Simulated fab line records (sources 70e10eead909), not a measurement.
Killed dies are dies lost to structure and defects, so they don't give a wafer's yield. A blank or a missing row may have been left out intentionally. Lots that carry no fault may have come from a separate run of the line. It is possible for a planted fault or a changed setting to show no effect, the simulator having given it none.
fab line records	flow nand_harc
record: lots: 12	wafers: 36	last_day: 24
route steps=1159 shown P_GATE@145 P_CONTACT@217 END@1159
lots that met no fault: from a run of the same line without faults
start_h: hours from the record's opening day to when the first of the lot's shown wafers began	wait_h: hours from the lot's prior step to this one	" the same as in the row above	L1.1+2: a row that stands for several wafers	- no value present, or no start provided	* or withheld: withheld	< > ~ a bound
route shown NAME@n: names a module that has steps shown in the file, with the first one's number in the route	usual: mean and standard deviation over wafers with no fault	same: alike in all rows	chamber/n: place in a boat	sites: per-site readings	_std_site: the standard deviation of these	_edge_site: mean of outer sites minus mean of inner sites	radius_mm: how far each site lies from the wafer's centre	mask NAME#n: copy n	behind: the tool/chamber that last shaped the wafer	hold: cause of the lot's hold/its duration in hours/its outcome	device: which transistor (n, p or np) failed to switch	end of line: tests run on the same wafers once the route is complete	step lacking rows: just its recipe	killed: not the wafer's yield, but the dies lost to structure and defects at the first sort	map: per-die view of a wafer (x killed, . not killed, _ where there is no die)
set.NAME: the setting as run; set.NAME@STEP: as run at that earlier step	model.NAME: the simulator's own value behind a step, which no gauge read
steps of the route over a sample of lots; a table a step, a row a wafer
services: from which hour (start_h, from the record's first day; less than 0 if before it) a tool's chamber was out of use, for how many hours, and why
== steps ==
step: NHARC_P_GATE_ETCH_104
recipe: target_depth_a: 600	time_s: withheld	cf4_flow_sccm: 100	chf3_flow_sccm: 30	ar_flow_sccm: 0	rf_w: 500	bias_w: 200	chemistry: CF4/CHF3
usual: drypump_motor_current_A: 5.7/0.41	oes_product_au: 0.946/0.021	rf_vpp_V: 370.2/2.2	showerhead_plenum_p_Torr: 1.56/0.059	throttle_valve_pct: 16.802/0.0086
lot.wafer	tool	chamber	start_h	wait_h	drypump_motor_current_A	oes_product_au	rf_vpp_V	showerhead_plenum_p_Torr	throttle_valve_pct
L303.1	rie_diel-03	2	91.97	0.1	5.3	0.931	368.2	1.50	16.809
L303.2	"	1	"	"	5.7	0.928	370.8	1.61	16.794
L303.6	"	3	"	"	5.6	0.920	367.2	1.48	16.791
L305.1	rie_diel-06	0	98.69	0.1	5.2	0.962	370.1	1.56	16.798
L305.4	"	0	"	"	5.2	0.961	369.0	1.56	16.799
L305.5	"	3	"	"	6.1	0.957	373.2	1.66	16.800
L309.1	rie_diel-03	0	127.19	0.1	6.3	0.912	369.0	1.53	16.800
L309.4	"	1	"	"	5.7	0.929	371.2	1.61	16.797
L309.6	"	3	"	"	5.6	0.915	367.0	1.48	16.796
L312.2	rie_diel-12	1	138.35	0.1	6.0	0.952	372.1	1.64	16.807
L312.6	"	2	"	"	5.4	0.969	371.6	1.59	16.806
L312.5	"	3	"	"	4.7	0.980	369.0	1.54	16.790
L316.3	rie_diel-03	3	169.59	0.1	5.6	0.923	366.6	1.48	16.805
L316.1	"	0	"	"	6.3	0.921	370.1	1.53	16.805
L316.5	"	2	"	"	5.3	0.927	367.4	1.50	16.801
L318.4	rie_diel-03	1	181.08	0.1	5.7	0.954	371.7	1.61	16.809
L318.5	"	1	"	"	5.7	0.952	371.0	1.61	16.803
L318.6	"	2	"	"	5.3	0.963	368.5	1.50	16.790
L319.4	rie_diel-03	1	188.00	0.1	5.7	0.957	371.5	1.61	16.788
L319.2	"	2	"	"	5.3	0.966	367.6	1.50	16.805
L319.6	"	1	"	"	5.7	0.955	372.3	1.61	16.805
L321.1	rie_diel-03	2	198.15	0.1	5.3	0.956	367.7	1.50	16.806
L321.3	"	0	"	"	6.2	0.946	368.6	1.53	16.791
L321.5	"	1	"	"	5.7	0.955	373.4	1.61	16.794
L322.2	rie_diel-12	3	198.76	0.5	4.7	0.910	368.7	1.54	16.809
L322.3	"	0	"	"	5.8	0.907	370.5	1.57	16.800
L322.1	"	1	"	"	6.0	0.908	372.6	1.64	16.790
L323.4	rie_diel-03	0	209.83	0.2	6.2	0.937	370.9	1.53	16.797
L323.3	"	1	"	"	5.7	0.938	372.7	1.61	16.798
L323.6	"	2	"	"	5.3	0.971	369.9	1.50	16.816
L325.4	rie_diel-06	3	226.40	0.1	6.2	0.925	373.5	1.64	16.809
L325.1	"	0	"	"	5.2	0.932	369.9	1.55	16.786
L325.6	"	3	"	"	6.1	0.925	372.4	1.64	16.792
L326.1	rie_diel-03	2	226.56	0.1	5.4	0.975	368.0	1.50	16.798
L326.2	"	0	"	"	6.3	0.978	369.5	1.53	16.801
L326.6	"	3	"	"	5.6	0.987	366.4	1.48	16.808
step: NHARC_P_GATE_STRIP_76
recipe: power_w: 1500	temp_c: 250	chemistry: O2
usual: drypump_motor_current_A: 5.8/0.58	heater_power_w: 327/17	temp_c: 250.00/0.17
lot.wafer	tool	chamber	start_h	wait_h	drypump_motor_current_A	heater_power_w	rf_hours_counter_h	temp_c
L303.2	plasma_asher-02	1	106.32	0.2	6.6	336	30	249.77
L303.1	"	0	"	"	5.1	316	30	249.89
L303.6	"	0	"	"	5.1	315	-	249.73
L305.1	plasma_asher-01	0	113.17	0.2	5.8	349	2	250.23
L305.4	"	0	"	"	5.8	349	-	250.31
L305.5	"	0	"	"	5.8	348	-	250.12
L309.1	plasma_asher-01	1	141.58	0.2	5.9	345	11	250.09
L309.4	"	0	"	"	5.8	354	-	249.99
L309.6	"	1	"	"	5.9	342	-	250.05
L312.2	plasma_asher-01	1	153.09	0.2	5.9	338	14	250.34
L312.6	"	1	"	"	5.9	338	-	250.07
L312.5	"	0	"	"	5.9	344	-	249.98
L316.1	plasma_asher-01	1	184.42	0.2	5.9	340	25	250.07
L316.3	"	0	"	"	5.8	334	-	250.01
L316.5	"	1	"	"	5.9	342	-	249.92
L318.4	plasma_asher-02	0	195.60	0.2	5.1	298	-	250.15
L318.6	"	0	"	"	5.1	307	-	249.98
L318.5	"	1	"	"	6.6	308	-	249.82
L319.2	plasma_asher-01	1	202.39	0.2	5.9	348	32	250.05
L319.4	"	1	"	"	5.9	342	-	250.01
L319.6	"	1	"	"	5.9	342	-	250.02
L322.1	plasma_asher-01	1	213.05	0.2	5.9	330	35	249.96
L322.2	"	0	"	"	5.8	339	35	250.31
L322.3	"	0	"	"	5.8	347	-	250.18
L321.1	plasma_asher-02	1	214.46	0.2	6.6	303	7	250.06
L321.3	"	1	"	"	6.5	298	-	249.84
L321.5	"	0	"	"	5.1	304	-	250.17
L323.3	plasma_asher-01	1	225.09	0.2	5.9	339	-	249.72
L323.4	"	0	"	"	5.9	350	-	250.30
L323.6	"	1	"	"	5.9	334	-	249.67
L325.1	plasma_asher-02	1	240.68	0.2	6.6	308	14	249.94
L325.4	"	1	"	"	6.6	307	-	249.64
L325.6	"	1	"	"	6.6	295	-	249.77
L326.2	plasma_asher-01	1	240.93	0.2	5.9	343	43	250.26
L326.1	"	0	"	"	5.9	343	43	250.18
L326.6	"	0	"	"	5.8	355	-	249.84
step: NHARC_P_GATE_RTA_64
recipe: temp_c: 1050	time_s: 1
usual: lamp_power_pct: 31.7/1.7	lamp_zone_4_pct: 31.7/1.7	wafer_temp_C_max: 1054.6/0.94
lot.wafer	tool	chamber	start_h	wait_h	lamp_power_pct	lamp_zone_4_pct	wafer_temp_C_max
L303.1	rtp_anneal-02	0	109.20	-	33.3	33.4	1052.5
L303.2	"	0	"	"	33.3	33.3	1053.5
L303.6	"	0	"	"	33.4	33.4	1055.7
L305.1	rtp_anneal-01	0	115.92	-	30.0	30.0	1052.7
L305.4	"	0	"	"	30.0	30.0	1055.7
L305.5	"	0	"	"	29.9	30.0	1055.4
L309.1	rtp_anneal-02	0	144.18	-	33.4	33.4	1054.5
L309.4	"	0	"	"	33.4	33.4	1055.7
L309.6	"	0	"	"	33.3	33.3	1054.6
L312.2	rtp_anneal-02	0	156.02	-	33.3	33.4	1053.6
L312.5	"	0	"	"	33.3	33.3	1054.0
L312.6	"	0	"	"	33.3	33.3	1053.2
L316.1	rtp_anneal-01	0	187.39	-	30.0	29.9	1054.9
L316.3	"	0	"	"	30.0	29.9	1053.6
L316.5	"	0	"	"	30.0	29.9	1055.5
L318.4	rtp_anneal-01	0	198.40	-	29.9	29.9	1055.3
L318.5	"	0	"	"	30.0	30.0	1054.4
L318.6	"	0	"	"	30.0	30.0	1054.3
L319.2	rtp_anneal-01	0	205.54	-	30.0	30.0	1055.6
L319.4	"	0	"	"	29.9	30.0	1055.4
L319.6	"	0	"	"	30.0	30.0	1053.6
L322.1	rtp_anneal-02	0	215.77	-	33.3	33.2	1056.6
L322.2	"	0	"	"	33.3	33.3	1054.4
L322.3	"	0	"	"	33.3	33.3	1055.2
L321.1	rtp_anneal-02	0	217.16	-	33.3	33.3	1053.3
L321.3	"	0	"	"	33.4	33.4	1056.4
L321.5	"	0	"	"	33.3	33.4	1054.5
L323.3	rtp_anneal-02	0	228.28	-	33.3	33.4	1054.9
L323.4	"	0	"	"	33.4	33.3	1053.2
L323.6	"	0	"	"	33.4	33.3	1054.6
L325.1	rtp_anneal-02	0	243.40	-	33.3	33.4	1054.7
L325.4	"	0	"	"	33.4	33.3	1055.0
L325.6	"	0	"	"	33.3	33.3	1054.1
L326.1	rtp_anneal-01	0	243.89	-	29.9	29.9	1055.6
L326.2	"	0	"	"	29.9	29.9	1054.6
L326.6	"	0	"	"	30.0	29.9	1054.7
step: NHARC_P_GATE_INSPECT_68
usual: raw_defect_count: 211/77
lot.wafer	tool	chamber	start_h	wait_h	raw_defect_count
L303.1	defect_inspect-01	-	110.58	0.2	171
L303.2	"	-	"	"	189
L303.6	"	-	"	"	129
L305.1	defect_inspect-01	-	117.17	0.2	156
L305.4	"	-	"	"	172
L305.5	"	-	"	"	141
L309.1	defect_inspect-02	-	145.49	0.2	207
L309.4	"	-	"	"	210
L309.6	"	-	"	"	171
L312.2	defect_inspect-01	-	157.27	0.2	220
L312.5	"	-	"	"	254
L312.6	"	-	"	"	995
L316.1	defect_inspect-01	-	188.68	0.2	108
L316.3	"	-	"	"	139
L316.5	"	-	"	"	107
L318.4	defect_inspect-01	-	199.60	0.1	163
L318.5	"	-	"	"	128
L318.6	"	-	"	"	113
L319.2	defect_inspect-01	-	206.99	0.2	186
L319.4	"	-	"	"	269
L319.6	"	-	"	"	346
L322.1	defect_inspect-01	-	217.18	0.2	351
L322.2	"	-	"	"	187
L322.3	"	-	"	"	288
L321.1	defect_inspect-02	-	218.41	0.2	161
L321.3	"	-	"	"	219
L321.5	"	-	"	"	170
L323.3	defect_inspect-02	-	229.50	0.1	225
L323.4	"	-	"	"	230
L323.6	"	-	"	"	251
L325.1	defect_inspect-02	-	244.71	0.2	175
L325.4	"	-	"	"	192
L325.6	"	-	"	"	151
L326.1	defect_inspect-01	-	245.16	0.2	218
L326.2	"	-	"	"	354
L326.6	"	-	"	"	184
step: NHARC_P_CONTACT_DEP_30
recipe: target_thk_a: 300	temp_c: 400	target_thk_nm: 30	flow_sccm: 200	rf_w: 450	material: SiNx
usual: heater_power_w: 715/76
lot.wafer	tool	chamber	start_h	wait_h	heater_power_w
L303.1	pecvd-04	1	110.68	0.1	777
L303.2	"	2	"	"	753
L303.6	"	1	"	"	789
L305.1	pecvd-01	2	117.32	0.1	640
L305.5	"	1	"	"	790
L305.4	"	2	"	"	642
L309.1	pecvd-02	2	145.56	0.1	725
L309.4	"	2	"	"	715
L309.6	"	1	"	"	711
L312.2	pecvd-04	0	157.34	0.1	812
L312.5	"	0	"	"	804
L312.6	"	2	"	"	784
L316.3	pecvd-01	1	188.75	0.1	783
L316.1	"	0	"	"	639
L316.5	"	0	"	"	635
L318.4	pecvd-01	1	199.79	0.2	698
L318.5	"	2	"	"	620
L318.6	"	0	"	"	599
L319.2	pecvd-01	2	207.70	0.7	641
L319.4	"	0	"	"	611
L319.6	"	2	"	"	648
L322.1	pecvd-01	0	217.25	0.1	691
L322.2	"	1	"	"	709
L322.3	"	2	"	"	640
L321.1	pecvd-01	2	218.48	0.1	671
L321.3	"	1	"	"	624
L321.5	"	0	"	"	580
L323.3	pecvd-04	0	230.03	0.5	840
L323.6	"	1	"	"	778
L323.4	"	2	"	"	775
L325.1	pecvd-04	0	244.82	0.1	823
L325.6	"	2	"	"	703
L325.4	"	0	"	"	857
L326.2	pecvd-02	2	245.26	0.1	707
L326.1	"	0	"	"	704
L326.6	"	0	"	"	690
step: NHARC_END_SORT_01
recipe: temp_c: 25
usual: killed_at_array: 29/8.4	killed_at_other: 0.7/1.2	killed_at_periphery: 3.8/2.1	killed_dies: 33/9	killed_open: 3.4/2	killed_short: 2.1/1.4
same: gross_dies: 677
lot.wafer	tool	chamber	start_h	wait_h	killed_at_array	killed_at_other	killed_at_periphery	killed_dies	killed_open	killed_short
L312.2	prober-01	0	504.02	2.7	27	0	5	32	1	3
L312.5	prober-01	0	506.44	3.7	29	0	7	36	4	2
L312.6	prober-01	0	507.25	4.0	27	0	52	79	4	1
killed by level:class
L312.2 A_CHANNEL_HOLE_D1:chamber_film_flake=15 P_M0:chamber_film_flake=3 A_STAIRCASE:chamber_film_flake=3 A_CONTACT:chamber_film_flake=2 P_M0:geometric_particle:short=1 A_ONON_D1:geometric_particle:short=1 A_CHANNEL_HOLE_D1:geometric_particle:short=1 A_M0:geometric_particle:open=1
L312.5 A_CHANNEL_HOLE_D1:chamber_film_flake=18 A_STAIRCASE:chamber_film_flake=4 P_ZERO_WELL:chamber_film_flake=2 A_CONTACT:chamber_film_flake=2 P_GATE:geometric_particle:open=1 P_CONTACT:geometric_particle:open=1 A_ONON_D1:geometric_particle:short=1 A_SGD_CUT:geometric_particle:short=1
L312.6 P_GATE:unspecified=46 A_CHANNEL_HOLE_D1:chamber_film_flake=13 A_CONTACT:chamber_film_flake=6 P_M0:chamber_film_flake=4 A_BONDPAD:chamber_film_flake=3 P_CONTACT:geometric_particle:open=1 A_CONTACT:geometric_particle:open=1 A_BLC:geometric_particle:open=1
== services ==
tool	chamber	start_h	hours	kind
rie_diel-03	0	72.12	-	clean
rie_diel-03	1	72.12	-	clean
pecvd-01	1	74.34	2.5	repair
rie_diel-06	1	85.90	22.0	repair
plasma_asher-01	-	86.01	4.8	repair
rie_diel-12	0	92.83	6.9	repair
plasma_asher-01	-	99.00	9.0	pm
rie_diel-12	2	107.48	7.1	repair
rie_diel-12	1	132.48	4.0	repair
rie_diel-03	1	138.47	2.1	repair
rie_diel-06	0	147.70	5.0	repair
plasma_asher-01	-	148.74	1.1	repair
rie_diel-03	1	150.11	13.0	repair
pecvd-02	-	153.43	13.0	pm
pecvd-04	0	158.15	4.9	repair
plasma_asher-02	-	184.25	9.0	pm
pecvd-04	-	195.09	13.0	pm
rie_diel-12	-	202.46	9.0	pm
rie_diel-03	-	215.33	9.0	pm
rie_diel-12	0	217.92	8.8	repair
rie_diel-12	-	221.21	0.3	repair
plasma_asher-01	-	228.89	1.0	repair
pecvd-01	-	237.19	13.0	pm
rie_diel-06	-	241.21	9.0	pm
== key ==
first_sign: step: NHARC_P_GATE_INSPECT_68	reading: raw_defect_count	direction: up	sigmas: 10	usual: 211	struck: 995
effect: step: NHARC_END_SORT_01	reading: killed_at_periphery	direction: up	sigmas: 23	usual: 3.8	struck: 52
more_kills_born_at: NHARC_P_GATE_ETCH_104@rie_diel-12: 46
met_at NHARC_P_GATE_ETCH_104
struck_lots L312
struck_wafers L312.6
tester_left_out L312
not_acting_at NHARC_P_GATE_STRIP_76,NHARC_P_GATE_RTA_64,NHARC_P_CONTACT_DEP_30
fault: kind: chamber_particle_source	tool: rie_diel-12	chamber: 2	onset_h: 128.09	steps: NHARC_P_GATE_ETCH_104	rate_per_visit_cm2: 1.1201	end_h: 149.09
tester_left_out: of these lots the tester's yield and bins aren't shown, on N5 and GAA mostly nor the transistor test; their killed dies are dies lost to structure and defects alone, not to doping, threshold or leakage, so they don't give the yield
